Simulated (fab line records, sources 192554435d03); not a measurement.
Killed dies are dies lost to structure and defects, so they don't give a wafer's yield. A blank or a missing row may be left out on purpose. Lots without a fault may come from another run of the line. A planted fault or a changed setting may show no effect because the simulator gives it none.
Split-lot experiment | flow n5_finfet | 7 lots, 21 wafers read, on a route of 1938 steps

THE SPLIT
At N5_BEOL_M10_ETCH_62 (etches SOC in N2/H2, target depth 110 nm, overetch 22 nm, time 165 s), the setting time_s was moved away from the recipe's 165 s on 6 of the 21 wafers read, by -13.6% to +17.7%. The other wafers ran this setting at the recipe's value.

The reading is taken at the split's own step.

THE READING
SiARC_of_BEOL_M10_COAT_60.thk_nm (the simulator's own value, which no gauge read), in nm, at N5_BEOL_M10_ETCH_62 (etches SOC in N2/H2, target depth 110 nm, overetch 22 nm, time 165 s). The file gives no usual value for it. The 15 wafers here that ran the recipe average 23.7 nm, standard deviation 0.17 nm.

wafer  | tool, chamber at the split | time_s as run, s | against the recipe | SiARC_of_BEOL_M10_COAT_60.thk_nm, nm | against lot-mates on the recipe
L074.4 | rie_diel-05, 2             | 165              | recipe             | 23.8                                 | -
L074.5 | rie_diel-05, 1             | 165              | recipe             | 23.6                                 | -
L074.6 | rie_diel-05, 0             | 185.3            | +12.3%             | 22.8                                 | -0.9
L075.2 | rie_diel-02, 0,2           | 165              | recipe             | 23.8                                 | -
L075.3 | rie_diel-02, 0,2           | 165              | recipe             | 23.8                                 | -
L075.4 | rie_diel-02, 1             | 165              | recipe             | 24                                   | -
L084.3 | rie_diel-01, 0             | 165              | recipe             | 23.8                                 | -
L084.5 | rie_diel-01, 3,0           | 165              | recipe             | 23.6                                 | -
L084.6 | rie_diel-01, 3,0           | 165              | recipe             | 23.6                                 | -
L088.1 | rie_diel-05, 2             | 194.2            | +17.7%             | 22.4                                 | -1.0
L088.3 | rie_diel-05, 3             | 165              | recipe             | 23.4                                 | -
L088.5 | rie_diel-05, 0             | 194.2            | +17.7%             | 22                                   | -1.4
L091.1 | rie_diel-05, 3             | 165              | recipe             | 23.8                                 | -
L091.2 | rie_diel-05, 0             | 165              | recipe             | 23.4                                 | -
L091.5 | rie_diel-05, 1             | 165              | recipe             | 23.6                                 | -
L093.1 | rie_diel-05, 2             | 150.3            | -8.9%              | 24                                   | +0.4
L093.5 | rie_diel-05, 2             | 150.3            | -8.9%              | 24                                   | +0.4
L093.2 | rie_diel-05, 1             | 165              | recipe             | 23.6                                 | -
L097.4 | rie_diel-05, 2             | 165              | recipe             | 23.4                                 | -
L097.5 | rie_diel-05, 0             | 142.6            | -13.6%             | 24.2                                 | +0.7
L097.6 | rie_diel-05, 3             | 165              | recipe             | 23.6                                 | -
Where a row lists several chambers, the file gives one row for several wafers and doesn't say which wafer went through which chamber.

THE FIT
A straight line over all 21 wafers: SiARC_of_BEOL_M10_COAT_60.thk_nm changes by -0.0664 nm for each +1% of time_s; r = -0.93; the points scatter about the line by 0.21 nm.
The same after taking each lot's own level away (the mean of its wafers on the recipe; 21 wafers): -0.0621 nm for each +1%; r = -0.96; scatter 0.13 nm.
On that fit, the largest move of time_s shifts the reading by 1.1 nm.
The lots' own levels span 23.40 to 23.87 nm, that is 2.7 times the standard deviation above.
So the lot-to-lot level changes the slope little: the two slopes agree.
Check: with one of the wafers moved furthest among these (+17.7%) left out of the fit, the line predicts -1.2 nm for it against its lot-mates. It came out at -1 nm against them.

OTHER SPLITS ON THESE WAFERS
These wafers also went through other splits before the reading. Each is held against what the fit with the lots' levels taken away leaves over:
other split on the same wafers     | wafers away from the commonest value | r with SiARC_of_BEOL_M10_COAT_60.thk_nm (lot level and that fit taken away)
N5_BEOL_M8_TRENCH_ETCH_37 source_w | 7                                    | -0.18

THE FILE'S OWN FIT
SiARC_of_BEOL_M10_COAT_60.thk_nm changes by -0.0623 nm for each +1% of time_s, r = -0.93.
